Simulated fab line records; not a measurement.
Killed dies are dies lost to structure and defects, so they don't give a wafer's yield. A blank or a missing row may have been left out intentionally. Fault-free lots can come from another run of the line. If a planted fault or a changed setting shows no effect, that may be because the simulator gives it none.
One fault seen from 3 desks -- flow n5Finfet -- what lay behind the numbers comes last; until then each desk has only its own

THE DEFECT DESK
Inspection counts along the route, by lot: the mean over sampled wafers that carry a number. If a lot's mean is further than 4 standard deviations from the usual mean, the lot is out of limits and carries the mark OUT (the distance appears in the brackets).
Columns: A = rawDefectCount at N5_PASSIVATION_INSPECT_64, usual 2.0
lot,first seen here,A
L120,day 12 12:43,2.3
L124,day 13 14:33,1.7
L133,day 16 12:18,2.3
L137,day 17 04:20,2.3
L138,day 17 14:58,2.0
This desk's finding: nothing out of limits on any of the 5 lots.

METROLOGY DESK
Lot by lot, what the gauges showed, no matter which tool ran the lot: averages of those sampled wafers that carry a number. If a lot's mean is further than 4 standard deviations from the usual mean, the lot is out of limits and carries the mark OUT (the distance appears in the brackets).
Columns: A = cdNm at N5_PASSIVATION_CD_MEAS_30, usual 4000.4 nm; B = PAD_OVL at N5_PASSIVATION_OVL_MEAS_63, usual 2 nm
lot,first seen here,A,B
L120,day 12 12:40,4000.4,3
L124,day 13 14:30,3999.1,6
L133,day 16 12:14,3998.9,5
L137,day 17 04:17,3998.8,3
L138,day 17 14:55,3999.8,-9
This desk's finding: nothing out of limits on any of the 5 lots.

TOOL OWNER'S DESK, pecvd-02
The tool's own readings at N5_PASSIVATION_PECVD_53 (deposits SiO2 from TEOS/O2, target thk 800 nm, time 169.4 s): means of the sampled wafers that have a number, for each lot that ran on this tool. If a lot's mean is further than 4 standard deviations from the usual mean, the lot is out of limits and carries the mark OUT (the distance appears in the brackets).
Columns: A = runLengthS at N5_PASSIVATION_PECVD_53, usual 197.4 s
lot,first seen here,A
L124,day 13 16:11,168.5 (-45) OUT
L137,day 17 05:34,197.1
L138,day 17 16:10,197.2
This desk's verdict: out of limits on L124, starting with L124 at day 13 16:11 (runLengthS at N5_PASSIVATION_PECVD_53). L137, L138 stayed within limits.

TAKEN TOGETHER
At day 13 16:11, on L124, the tool owner's desk was in a position to raise an alarm.
Nothing the defect desk looked at was out of limits.
The metrology desk saw nothing out of limits.
The defect desk has L124 on record, within its limits.
The metrology desk holds a record of L124, inside its limits.
The lots listed all ran N5_PASSIVATION_PECVD_53 on pecvd-02.

WHAT THE SIMULATOR PUT IN
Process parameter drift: pecvd-02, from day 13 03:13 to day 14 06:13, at N5_PASSIVATION_PECVD_53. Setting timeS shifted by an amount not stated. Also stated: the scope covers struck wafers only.
Shown lots that were struck: L124.
Delay in hours, fault start to first out-of-limits reading, by desk: the tool owner's desk at 13.
